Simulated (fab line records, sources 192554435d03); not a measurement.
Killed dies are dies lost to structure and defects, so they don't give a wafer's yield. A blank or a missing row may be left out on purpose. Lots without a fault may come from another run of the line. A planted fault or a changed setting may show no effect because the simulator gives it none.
Chamber matching | flow n5_finfet | N5_BEOL_M11_ETCH_65 on rie_diel-03: 4 sister chambers
The step etches SiARC in CF4, target depth 39 nm, time 65 s. 20 wafers are shown with their chamber, then 10 later ones without.

WAFERS WITH THEIR CHAMBER
wafer  | chamber | showerhead_plenum_p_Torr (Torr) | drypump_motor_current_A (A) | throttle_valve_pct (%)
L076.2 | 2       | 2.15                            | 5.1                         | 15.7
L076.3 | 1       | 2.04                            | 6.0                         | 15.8
L076.6 | 1       | 2.04                            | 6.0                         | 15.8
L077.1 | 0       | 2.13                            | 5.9                         | 15.7
L077.2 | 1       | 2.04                            | 6.0                         | 15.8
L077.4 | 3       | 2.26                            | 5.6                         | 15.3
L078.1 | 1       | 2.04                            | 6.0                         | 15.8
L078.2 | 3       | 2.26                            | 5.6                         | 15.4
L078.6 | 1       | 2.04                            | 6.0                         | 15.8
L082.2 | 2       | 2.14                            | 5.0                         | 15.8
L082.3 | 0       | 2.13                            | 5.9                         | 15.7
L082.6 | 2       | 2.14                            | 5.0                         | 15.8
L086.1 | 1       | 2.04                            | 6.0                         | 15.9
L086.2 | 3       | 2.26                            | 5.6                         | 15.4
L086.5 | 2       | 2.14                            | 5.0                         | 15.8
L089.2 | 0       | 2.13                            | 5.9                         | 15.7
L089.4 | 3       | 2.26                            | 5.6                         | 15.4
L089.6 | 0       | 2.13                            | 5.9                         | 15.7
L091.4 | 1       | 2.03                            | 6.0                         | 15.9
L091.5 | 2       | 2.14                            | 5.0                         | 15.8

SIGNATURES (means of the wafers above)
reading                  | chamber 0 | chamber 1 | chamber 2 | chamber 3 | scatter within a chamber
showerhead_plenum_p_Torr | 2.1300    | 2.0386    | 2.1420    | 2.2600    | 0.00322
drypump_motor_current_A  | 5.900     | 6.000     | 5.020     | 5.600     | 0.0224
throttle_valve_pct       | 15.700    | 15.829    | 15.780    | 15.375    | 0.0431
Rule: a wafer's distance from a chamber is the root of the sum, over the readings, of the square of ((its reading less the chamber's mean) divided by the reading's scatter). The wafer belongs to the nearest chamber; if the next one is less than 2 further off, it can't be placed. The scatter: the root of (the sum of the squares of (reading less its chamber's mean) over the shown wafers, divided by (wafers less chambers)).

WAFERS WITHOUT THEIR CHAMBER
wafer  | showerhead_plenum_p_Torr (Torr) | drypump_motor_current_A (A) | throttle_valve_pct (%)
L091.6 | 2.26                            | 5.6                         | 15.4
L088.1 | 2.14                            | 5.0                         | 15.8
L088.5 | 2.26                            | 5.6                         | 15.4
L088.6 | 2.14                            | 5.0                         | 15.8
L093.1 | 2.25                            | 5.6                         | 15.4
L093.3 | 2.14                            | 5.0                         | 15.8
L093.4 | 2.03                            | 6.0                         | 15.9
L095.2 | 2.03                            | 6.0                         | 15.9
L095.4 | 2.25                            | 5.6                         | 15.4
L095.5 | 2.12                            | 5.9                         | 15.8

WHICH CHAMBER EACH WENT THROUGH
wafer  | from the rows above | in truth
L091.6 | 3                   | 3
L088.1 | 2                   | 2
L088.5 | 3                   | 3
L088.6 | 2                   | 2
L093.1 | 3                   | 3
L093.3 | 2                   | 2
L093.4 | 1                   | 1
L095.2 | 1                   | 1
L095.4 | 3                   | 3
L095.5 | 0                   | 0
Placed correctly: 10 of 10. Can't be placed from these rows: 0. Placed wrongly: 0.
